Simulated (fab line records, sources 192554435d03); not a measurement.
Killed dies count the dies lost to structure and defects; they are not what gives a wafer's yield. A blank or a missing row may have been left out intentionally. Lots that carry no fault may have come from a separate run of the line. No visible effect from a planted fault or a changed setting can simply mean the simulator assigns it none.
Struck lot and sound lot, side by side	flow n5 finfet	34 steps out of a route of 1938
Sound: these wafers, L711.3, L711.4, L711.5. Struck: wafers L700.2, L700.3, L700.4. The cause comes at the end.
For every step that has rows: the tool of each side, followed by ch and its chambers, followed by its first start. Under that, the readings that differ: sound wafers	struck wafers	difference of the means	sigmas: that difference in standard deviations of wafers without a fault.
alike: same words and numbers on both sides, and readings whose means sit less than 2 such deviations apart. not compared: any withheld reading, any reading some wafer has no value for, any bound like >300 that may hide the same value, and any number with overlapping values for which the record gives no deviation.
The two part at a step that has a row with sigmas, a row that says differs or no value, or rows on one side only. When numbers do not overlap yet have no deviation, they are printed without sigmas and do not part them. Lack of a reading on every wafer of one side parts them only where that side has two or more wafers.

first, 1 step without rows for these wafers: N5_BEOL_M4_DEVELOP_10 (develop time 30 s).
N5_BEOL_M4_CD_MEAS_11: target cd 16.79 nm.
  sound on cd sem-02 ch 0, day 11 16:36; struck on cd sem-03 ch 0, day 8 20:23
  alike: cd nm
N5_BEOL_M4_OVL_MEAS_12:
  sound on overlay-01 ch 0, day 11 16:38; struck on overlay-01 ch 0, day 8 20:25
  alike: M4_OVL
N5_BEOL_M4_INSPECT_13: inspects for defects (brightfield).
  sound on defect inspect-02, day 11 16:41; struck on defect inspect-01, day 8 20:28
  alike: raw defect count
then, 1 step without rows for these wafers: N5_BEOL_M4_DESCUM_16 (chemistry O2, time 7 s).
N5_BEOL_M4_ETCH_74: etches underlayer in N2/H2, target depth 6.5 nm, time 5.2 s.
  sound on rie diel-04 ch 1,2, day 11 16:47; struck on rie diel-04 ch 0,1,3, day 8 20:46
  alike: drypump motor current A, etch rf on time s, oes product au, rf vpp V, showerhead plenum p Torr, throttle valve pct
  not compared: rf hours counter h
N5_BEOL_M4_ETCH_63: etches SiARC in CF4, target depth 15.6 nm, time 26 s.
  sound on rie diel-04 ch 1,2, day 11 16:48; struck on rie diel-04 ch 0,1,3, day 8 20:46
  alike: drypump motor current A, etch rf on time s, oes product au, rf vpp V, showerhead plenum p Torr, throttle valve pct
  not compared: rf hours counter h
then, 3 steps without rows for these wafers: N5_BEOL_M4_ETCH_64 (etches SOC in N2/H2, target depth 75 nm, overetch 22.5 nm, time 121.9 s); N5_BEOL_M4_STRIP_65 (strips in N2/H2); N5_BEOL_M4_STRIP_75 (strips in N2/H2).
N5_BEOL_M4_STRIP_66: strips in CF4.
  sound on rie diel-04 ch 1,2, day 11 16:58; struck on rie diel-04 ch 0,1,3, day 8 20:56
  alike: bias power w, cf4 flow sccm, drypump motor current A, oes product au, rf vpp V, showerhead plenum p Torr, throttle valve pct
  not compared: rf hours counter h
then, 1 step without rows for these wafers: N5_BEOL_M4_HM_OPEN_17 (chemistry Cl2/BCl3, target TiN, target depth 20 nm, overetch 6 nm).
N5_BEOL_M4_STRIP_19: strips in O2.
  sound on rie diel-03 ch 0,1,3, day 11 17:10; struck on rie diel-04 ch 0,1,3, day 8 21:09
  no value came back on the struck wafers for any of 7 readings (bias power w (W), chamber pressure mTorr (mTorr) and others); on the sound wafers bias power w (W) reads 0 0 0
reading	sound	struck	difference	sigmas
model.SOC_of_BEOL_M4_COAT_61.thk nm (nm)	0 0 0	52 52.2 52	+52	
  not compared: rf hours counter h
N5_BEOL_M4_CD_MEAS_18: pitch 36 nm, target cd 18 nm.
  sound on cd sem-02, day 11 17:16; struck on cd sem-02, day 8 21:13
  alike: cd nm
then, 9 steps without rows for these wafers: N5_BEOL_M4_COAT_67 (time 60 s, resist thk 60 nm); N5_BEOL_M4_COAT_68 (time 60 s, resist thk 12 nm); N5_BEOL_M4_COAT_76 (time 60 s, resist thk 5 nm); N5_BEOL_M4_COAT_22 (resist thk 30 nm); N5_BEOL_M4_EBR_24; N5_BEOL_M4_SOFTBAKE_23 (time 60 s); N5_BEOL_M4_EXPOSE_25 (exposes mask V3, defocus 5 nm); N5_BEOL_M4_PEB_26 (peb time 60 s); N5_BEOL_M4_DEVELOP_27 (develop time 30 s).
N5_BEOL_M4_CD_MEAS_28: target cd 26.2 nm, target cd y 24.1 nm.
  sound on cd sem-01 ch 0, day 11 17:35; struck on cd sem-02 ch 0, day 8 21:40
  alike: cd nm
N5_BEOL_M4_OVL_MEAS_29:
  sound on overlay-01 ch 0, day 11 17:37; struck on overlay-02 ch 0, day 8 21:42
  alike: V3_OVL
N5_BEOL_M4_INSPECT_30: inspects for defects (brightfield).
  sound on defect inspect-02, day 11 17:40; struck on defect inspect-01, day 8 21:45
  alike: raw defect count
then, 3 steps without rows for these wafers: N5_BEOL_M4_DESCUM_33 (chemistry O2, time 7 s); N5_BEOL_M4_ETCH_77 (etches underlayer in N2/H2, target depth 6.5 nm, time 5.2 s); N5_BEOL_M4_ETCH_69 (etches SiARC in CF4, target depth 15.6 nm, time 26 s).
N5_BEOL_M4_ALD_98: deposits SiO2, target thk 2.5 nm, pulse time 1 s, co reactant pulse time 1 s.
  sound on ald sin-02 ch 1,2,3, day 11 18:21; struck on ald sin-02 ch 0,2,3, day 8 22:47
  alike: heater power w, precursor pulse height rel
N5_BEOL_M4_ETCHBACK_99: etches SiO2 in CHF3, target depth 5 nm, time 10.4 s.
  sound on rie diel-03 ch 0,1,3, day 12 02:05; struck on rie diel-04 ch 0,2,3, day 9 04:01
  alike: drypump motor current A, oes product au, rf vpp V, showerhead plenum p Torr, throttle valve pct
  not compared: rf hours counter h
N5_BEOL_M4_ETCH_70: etches SOC in N2/H2, target depth 80 nm, overetch 24 nm, time 130 s.
  sound on rie diel-03 ch 0,1,3, day 12 02:07; struck on rie diel-04 ch 0,2,3, day 9 04:03
reading	sound	struck	difference	sigmas
oes product au (a.u.)	0.64 0.63 0.54	0.84 0.83 0.74	+0.20	+4
rf vpp V (V)	521.9 521.1 520.1	522.0 530.1 526.4	+5.1	+2
model.etch.depth nm (nm)	59.73 59.93 59.81	105.5 102.8 102.1	+43.6	
  alike: drypump motor current A, showerhead plenum p Torr, throttle valve pct
  not compared: rf hours counter h
then, 1 step without rows for these wafers: N5_BEOL_M4_STRIP_71 (strips in N2/H2).
N5_BEOL_M4_RC_MEAS_101:
  the record has rows for the sound wafers here (prober-02 ch 0, day 12 07:04) and none for the struck ones

== WHERE THEY PART ==
Earliest at N5_BEOL_M4_STRIP_19; latest, in this record, at N5_BEOL_M4_RC_MEAS_101.

WHY: whatever the simulator had introduced
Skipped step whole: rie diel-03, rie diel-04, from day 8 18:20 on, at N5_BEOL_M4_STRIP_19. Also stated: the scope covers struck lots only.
